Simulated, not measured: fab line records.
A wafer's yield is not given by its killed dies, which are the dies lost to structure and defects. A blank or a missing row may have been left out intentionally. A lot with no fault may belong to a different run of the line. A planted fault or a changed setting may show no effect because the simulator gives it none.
Which of the tools did it? -- flow nand harc -- at 1 step of a route of 1302, 7 lots with 21 wafers sampled

WHAT THE GAUGES READ, wafer by wafer
NHARC_A_SLIT_INSPECT_11.
lot,measured,on,raw defect count
L561,day 20 22:59,defect inspect-01,22 15 20
L559,day 21 04:05,defect inspect-01,86 110 111
L562,day 22 05:27,defect inspect-01,113 111 94
L565,day 23 12:46,defect inspect-02,26 38 36
L572,day 26 06:45,defect inspect-01,88 79 82
L575,day 27 16:20,defect inspect-02,32 22 25
L581,day 29 12:02,defect inspect-01,88 64 69

WHAT TOOL EACH LOT RAN ON (gives the tool, then ch and the chambers of the sampled wafers, and finally the start)
The record holds no process step before these readings.

THE ANSWER, worked out from the rows above alone
Rule: what is usual is taken from the lots themselves. The widest of any qualifying gaps counts: lots, ordered by their means at a reading, are off when they make up no more than a third of the lots, leave a main group of 4 or more, and stand apart from it by 3 or more times the standard deviation of that group's means. A main group whose means are all the same, to the digits that the tables above print for the reading, isn't used. Also off: a lot with no number at a reading for which 4 or more lots have one. All remaining lots with rows at the step are treated as sound.
No lot is off at any reading shown: from this, nothing can be told.

WHAT THE SIMULATOR PUT IN
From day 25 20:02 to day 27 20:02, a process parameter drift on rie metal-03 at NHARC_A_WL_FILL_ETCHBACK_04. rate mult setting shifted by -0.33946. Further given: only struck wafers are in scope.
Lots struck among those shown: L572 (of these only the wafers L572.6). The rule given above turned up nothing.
